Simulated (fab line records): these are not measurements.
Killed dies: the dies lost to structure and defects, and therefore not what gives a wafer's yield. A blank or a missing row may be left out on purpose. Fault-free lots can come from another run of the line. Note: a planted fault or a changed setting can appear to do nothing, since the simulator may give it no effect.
Split-lot trial / flow n5 finfet / 7 lots, 21 wafers read, on a route of 1938 steps

== THE SPLIT ITSELF ==
At N5_MOL_CONTACT_COAG_CVD_140 (deposits W, target thk 66.5 nm, time 215 s), the setting target thk a was moved away from the recipe's 665 angstrom on 6 of the 21 wafers read, by -7.7% to +13.1%. This setting was run at the recipe's value on the other wafers.

The reading comes from the split's own step.

== THE READING ==
W_of_MOL_CONTACT_COAG_CVD_140.thk nm (the simulator's own value, which no gauge read), in nm, at N5_MOL_CONTACT_COAG_CVD_140 (deposits W, target thk 66.5 nm, time 215 s). There is no usual value for it anywhere in the file. Across the 15 wafers here that went through the recipe, the average is 66.2 nm and the standard deviation 0.89 nm.

wafer=L075.2; tool, chamber at the split=cvd w-01, 0; target thk a as run, angstrom=665; against the recipe=recipe; W_of_MOL_CONTACT_COAG_CVD_140.thk nm, nm=65.2; against lot-mates on the recipe=-
wafer=L075.3; tool, chamber at the split=cvd w-01, 1; target thk a as run, angstrom=665; against the recipe=recipe; W_of_MOL_CONTACT_COAG_CVD_140.thk nm, nm=65.4; against lot-mates on the recipe=-
wafer=L075.5; tool, chamber at the split=cvd w-01, 0; target thk a as run, angstrom=614; against the recipe=-7.7%; W_of_MOL_CONTACT_COAG_CVD_140.thk nm, nm=59; against lot-mates on the recipe=-6.3
wafer=L080.1; tool, chamber at the split=cvd w-02, 0; target thk a as run, angstrom=665; against the recipe=recipe; W_of_MOL_CONTACT_COAG_CVD_140.thk nm, nm=66; against lot-mates on the recipe=-
wafer=L080.3; tool, chamber at the split=cvd w-02, 0; target thk a as run, angstrom=665; against the recipe=recipe; W_of_MOL_CONTACT_COAG_CVD_140.thk nm, nm=66; against lot-mates on the recipe=-
wafer=L080.5; tool, chamber at the split=cvd w-02, 1; target thk a as run, angstrom=665; against the recipe=recipe; W_of_MOL_CONTACT_COAG_CVD_140.thk nm, nm=64.4; against lot-mates on the recipe=-
wafer=L084.1; tool, chamber at the split=cvd w-02, 0; target thk a as run, angstrom=665; against the recipe=recipe; W_of_MOL_CONTACT_COAG_CVD_140.thk nm, nm=67.6; against lot-mates on the recipe=-
wafer=L084.4; tool, chamber at the split=cvd w-02, 0; target thk a as run, angstrom=665; against the recipe=recipe; W_of_MOL_CONTACT_COAG_CVD_140.thk nm, nm=67.4; against lot-mates on the recipe=-
wafer=L084.5; tool, chamber at the split=cvd w-02, 1; target thk a as run, angstrom=729.2; against the recipe=+9.7%; W_of_MOL_CONTACT_COAG_CVD_140.thk nm, nm=72.6; against lot-mates on the recipe=+5.1
wafer=L091.1; tool, chamber at the split=cvd w-02, 0; target thk a as run, angstrom=665; against the recipe=recipe; W_of_MOL_CONTACT_COAG_CVD_140.thk nm, nm=65.6; against lot-mates on the recipe=-
wafer=L091.3; tool, chamber at the split=cvd w-02, 0; target thk a as run, angstrom=752.4; against the recipe=+13.1%; W_of_MOL_CONTACT_COAG_CVD_140.thk nm, nm=74.6; against lot-mates on the recipe=+9.0
wafer=L091.5; tool, chamber at the split=cvd w-02, 0; target thk a as run, angstrom=752.4; against the recipe=+13.1%; W_of_MOL_CONTACT_COAG_CVD_140.thk nm, nm=74.2; against lot-mates on the recipe=+8.6
wafer=L095.2; tool, chamber at the split=cvd w-01, 1; target thk a as run, angstrom=665; against the recipe=recipe; W_of_MOL_CONTACT_COAG_CVD_140.thk nm, nm=67.4; against lot-mates on the recipe=-
wafer=L095.3; tool, chamber at the split=cvd w-01, 1; target thk a as run, angstrom=665; against the recipe=recipe; W_of_MOL_CONTACT_COAG_CVD_140.thk nm, nm=67.2; against lot-mates on the recipe=-
wafer=L095.4; tool, chamber at the split=cvd w-01, 0; target thk a as run, angstrom=665; against the recipe=recipe; W_of_MOL_CONTACT_COAG_CVD_140.thk nm, nm=66.4; against lot-mates on the recipe=-
wafer=L096.1; tool, chamber at the split=cvd w-01, 1; target thk a as run, angstrom=716.8; against the recipe=+7.8%; W_of_MOL_CONTACT_COAG_CVD_140.thk nm, nm=70.6; against lot-mates on the recipe=+4.6
wafer=L096.4; tool, chamber at the split=cvd w-01, 0; target thk a as run, angstrom=665; against the recipe=recipe; W_of_MOL_CONTACT_COAG_CVD_140.thk nm, nm=65.8; against lot-mates on the recipe=-
wafer=L096.5; tool, chamber at the split=cvd w-01, 0; target thk a as run, angstrom=665; against the recipe=recipe; W_of_MOL_CONTACT_COAG_CVD_140.thk nm, nm=66.2; against lot-mates on the recipe=-
wafer=L097.1; tool, chamber at the split=cvd w-01, 0; target thk a as run, angstrom=665; against the recipe=recipe; W_of_MOL_CONTACT_COAG_CVD_140.thk nm, nm=66; against lot-mates on the recipe=-
wafer=L097.2; tool, chamber at the split=cvd w-01, 1; target thk a as run, angstrom=665; against the recipe=recipe; W_of_MOL_CONTACT_COAG_CVD_140.thk nm, nm=66.8; against lot-mates on the recipe=-
wafer=L097.6; tool, chamber at the split=cvd w-01, 0; target thk a as run, angstrom=750.5; against the recipe=+12.9%; W_of_MOL_CONTACT_COAG_CVD_140.thk nm, nm=75; against lot-mates on the recipe=+8.6

FIT RESULTS
A straight line over all 21 wafers: W_of_MOL_CONTACT_COAG_CVD_140.thk nm changes by +0.676 nm for each +1% of target thk a; r = +0.97; the points scatter about the line by 0.94 nm.
The same after taking each lot's own level away (the mean of its wafers on the recipe; 21 wafers): +0.667 nm for each +1%; r = +0.99; scatter 0.56 nm.
The reading moves by 8.8 nm for the largest change in target thk a, on that fit.
The span of the lots' own levels, 65.30 to 67.50 nm, comes to 2.5 times the standard deviation stated above.
So the lot-to-lot level changes the slope little: the two slopes agree.
Check: for one of the wafers moved furthest among these (+13.1%), held out of the fit, the line's prediction against its lot-mates is +8.5 nm. It came out at +9 nm against them.

== OTHER SPLITS ON THESE WAFERS ==
Note: prior to the reading, these wafers also went through further splits. Each is held against what the fit with the lots' levels taken away leaves over:
other split on the same wafers=N5_MOL_CONTACT_COAG_EXPOSE_81 dose mj; wafers away from the commonest value=4; r with W_of_MOL_CONTACT_COAG_CVD_140.thk nm (lot level and that fit taken away)=+0.02

== FILE'S OWN FIT ==
W_of_MOL_CONTACT_COAG_CVD_140.thk nm changes by +0.653 nm for each +1% of target thk a, r = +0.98.
